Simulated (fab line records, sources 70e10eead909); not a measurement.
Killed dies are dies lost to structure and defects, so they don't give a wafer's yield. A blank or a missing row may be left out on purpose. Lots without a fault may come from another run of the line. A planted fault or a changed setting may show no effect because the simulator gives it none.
Chamber matching | flow nand_harc | NHARC_A_BLC_STRIP_29 on rie_diel-06: 4 sister chambers
The step strips in CF4. 33 wafers are shown with their chamber, then 12 later ones without.

WAFERS WITH THEIR CHAMBER
wafer  | chamber | showerhead_plenum_p_Torr (Torr) | drypump_motor_current_A (A) | oes_product_au (a.u.)
L074.1 | 0       | 1.75                            | 5.6                         | 0.992
L074.3 | 1       | 1.64                            | 6.2                         | 1.004
L074.5 | 0       | 1.75                            | 5.6                         | 0.996
L076.1 | 1       | 1.64                            | 6.2                         | 1.016
L076.4 | 3       | 1.70                            | 5.1                         | 0.997
L076.5 | 3       | 1.70                            | 5.1                         | 0.997
L079.1 | 2       | 1.69                            | 5.0                         | 1.003
L079.2 | 3       | 1.70                            | 5.0                         | 1.006
L079.6 | 1       | 1.64                            | 6.2                         | 1.010
L081.3 | 1       | 1.64                            | 6.2                         | 0.994
L081.4 | 0       | 1.75                            | 5.6                         | 1.000
L081.5 | 0       | 1.75                            | 5.6                         | 0.995
L082.1 | 0       | 1.75                            | 5.6                         | 0.996
L082.2 | 1       | 1.64                            | 6.2                         | 0.990
L082.3 | 3       | 1.70                            | 5.1                         | 0.998
L085.2 | 1       | 1.64                            | 6.2                         | 1.006
L085.4 | 3       | 1.70                            | 5.0                         | 1.002
L085.6 | 2       | 1.69                            | 5.0                         | 1.003
L084.3 | 0       | 1.75                            | 5.6                         | 0.994
L084.4 | 2       | 1.69                            | 5.0                         | 0.988
L084.6 | 0       | 1.75                            | 5.6                         | 1.006
L086.1 | 1       | 1.64                            | 6.2                         | 1.020
L086.2 | 3       | 1.70                            | 5.1                         | 1.010
L086.4 | 0       | 1.75                            | 5.7                         | 1.017
L087.1 | 2       | 1.69                            | 5.0                         | 0.993
L087.5 | 0       | 1.75                            | 5.6                         | 1.002
L087.6 | 3       | 1.70                            | 5.0                         | 0.996
L091.1 | 2       | 1.69                            | 5.0                         | 0.994
L091.2 | 3       | 1.70                            | 5.0                         | 0.999
L091.4 | 0       | 1.75                            | 5.6                         | 0.990
L093.2 | 3       | 1.70                            | 5.0                         | 0.979
L093.3 | 2       | 1.68                            | 4.9                         | 0.990
L093.5 | 3       | 1.70                            | 5.0                         | 0.994

SIGNATURES (means of the wafers above)
reading                  | chamber 0 | chamber 1 | chamber 2 | chamber 3 | scatter within a chamber
showerhead_plenum_p_Torr | 1.7500    | 1.6400    | 1.6883    | 1.7000    | 0.0017
drypump_motor_current_A  | 5.610     | 6.200     | 4.983     | 5.040     | 0.0378
oes_product_au           | 0.99880   | 1.00571   | 0.99517   | 0.99780   | 0.00851
Rule: a wafer's distance from a chamber is the root of the sum, over the readings, of the square of ((its reading less the chamber's mean) divided by the reading's scatter). The wafer belongs to the nearest chamber; if the next one is less than 2 further off, it can't be placed. The scatter: the root of (the sum of the squares of (reading less its chamber's mean) over the shown wafers, divided by (wafers less chambers)).

WAFERS WITHOUT THEIR CHAMBER
wafer  | showerhead_plenum_p_Torr (Torr) | drypump_motor_current_A (A) | oes_product_au (a.u.)
L092.3 | 1.70                            | 5.0                         | 0.995
L092.4 | 1.64                            | 6.2                         | 1.002
L092.5 | 1.75                            | 5.6                         | 0.994
L094.2 | 1.64                            | 6.2                         | 0.999
L094.3 | 1.68                            | 5.0                         | 1.002
L094.4 | 1.70                            | 5.1                         | 0.992
L096.1 | 1.64                            | 6.2                         | 1.007
L096.2 | 1.74                            | 5.6                         | 1.005
L096.5 | 1.64                            | 6.2                         | 1.002
L097.2 | 1.74                            | 5.6                         | 0.996
L097.4 | 1.68                            | 4.9                         | 0.987
L097.6 | 1.64                            | 6.2                         | 0.996

WHICH CHAMBER EACH WENT THROUGH
wafer  | from the rows above | in truth
L092.3 | 3                   | 3
L092.4 | 1                   | 1
L092.5 | 0                   | 0
L094.2 | 1                   | 1
L094.3 | 2                   | 2
L094.4 | 3                   | 3
L096.1 | 1                   | 1
L096.2 | 0                   | 0
L096.5 | 1                   | 1
L097.2 | 0                   | 0
L097.4 | 2                   | 2
L097.6 | 1                   | 1
Placed correctly: 12 of 12. Can't be placed from these rows: 0. Placed wrongly: 0.
